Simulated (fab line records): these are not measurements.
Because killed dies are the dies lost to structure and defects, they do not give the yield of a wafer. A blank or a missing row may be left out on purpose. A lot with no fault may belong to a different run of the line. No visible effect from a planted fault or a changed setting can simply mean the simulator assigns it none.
Split-lot experiment	flow n5 finfet	route with 1938 steps; 7 lots, 21 wafers read

== THE SPLIT ITSELF ==
At N5_BEOL_M0_CUTY_EXPOSE_54 (exposes mask M0 ABLK), the setting dose mj was moved away from the recipe's 36 on 8 of the 21 wafers read, by -7.0% to +6.7%. This setting was run at the recipe's value on the other wafers.

== FROM THE SPLIT TO THE READING: what the file shows between them, 2 steps ==
- N5_BEOL_M0_CUTY_PEB_55: peb time 60 s
- N5_BEOL_M0_CUTY_DEVELOP_56: develop time 30 s

== THE READING ==
Shown in nm: cd nm at N5_BEOL_M0_CUTY_CD_MEAS_57, with target cd 200 nm. Typical for fault-free wafers on this fab line: 200.0 nm, with standard deviation 0.94 nm.

wafer	tool, chamber at the split	dose mj as run	against the recipe	cd nm, nm	against lot-mates on the recipe
L079.3	arfi scanner-01, 0	36	recipe	201.2	-
L079.5	arfi scanner-01, 0	34.13	-5.2%	203.2	+2.0
L079.6	arfi scanner-01, 0	34.13	-5.2%	203.2	+2.0
L086.2	arfi scanner-03, 0	36	recipe	198.9	-
L086.3	arfi scanner-03, 0	38.43	+6.7%	195.2	-3.7
L086.6	arfi scanner-03, 0	38.43	+6.7%	194.0	-4.9
L088.2	arfi scanner-03, 0	36	recipe	199.7	-
L088.4	arfi scanner-03, 0	36	recipe	201.5	-
L088.6	arfi scanner-03, 0	36	recipe	201.5	-
L091.1	arfi scanner-03, 0	33.48	-7.0%	205.4	+4.7
L091.4	arfi scanner-03, 0	36	recipe	201.3	-
L091.6	arfi scanner-03, 0	36	recipe	200.1	-
L092.1	arfi scanner-02, 0	36	recipe	200.5	-
L092.3	arfi scanner-02, 0	36	recipe	199.4	-
L092.6	arfi scanner-02, 0	35.31	-1.9%	202.2	+2.2
L095.2	arfi scanner-02, 0	36	recipe	199.0	-
L095.4	arfi scanner-02, 0	34.87	-3.1%	201.7	+2.7
L095.5	arfi scanner-02, 0	34.87	-3.1%	202.2	+3.2
L097.3	arfi scanner-01, 0	36	recipe	198.6	-
L097.4	arfi scanner-01, 0	36	recipe	198.4	-
L097.5	arfi scanner-01, 0	36	recipe	200.0	-

THE FIT
A straight line over all 21 wafers: cd nm changes by -0.742 nm for each +1% of dose mj; r = -0.93; the points scatter about the line by 0.97 nm.
The same after taking each lot's own level away (the mean of its wafers on the recipe; 21 wafers): -0.617 nm for each +1%; r = -0.93; scatter 0.8 nm.
On that fit, the largest move of dose mj shifts the reading by 4.3 nm.
Measured against the standard deviation above, the lots' own levels, which go from 198.90 to 201.20 nm, span 2.4 times it.
So the lot-to-lot level changes the slope: the two fits differ.
Check: with one of the wafers moved furthest among these (-7.0%) left out of the fit, the line predicts +4.24 nm for it against its lot-mates. Against them it came out at +4.7 nm.

== FURTHER SPLITS ON THESE WAFERS ==
Before the reading, these wafers also passed through other splits. Each is held against what the fit with the lots' levels taken away leaves over:
other split on the same wafers	wafers away from the commonest value	r with cd nm (lot level and that fit taken away)
N5_MOL_CONTACT_COAG_COAT_62 spin rpm	10	-0.24
N5_MOL_CONTACT_COAG_EXPOSE_37 dose mj	4	-0.05
N5_BEOL_M0_SAQP_ILD_DEP_01 time s	8	+0.23
N5_BEOL_M0_SAQP_HM_DEP_111 time s	9	+0.06

== FILE'S OWN FIT ==
cd nm changes by -0.637 nm for each +1% of dose mj, r = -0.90.
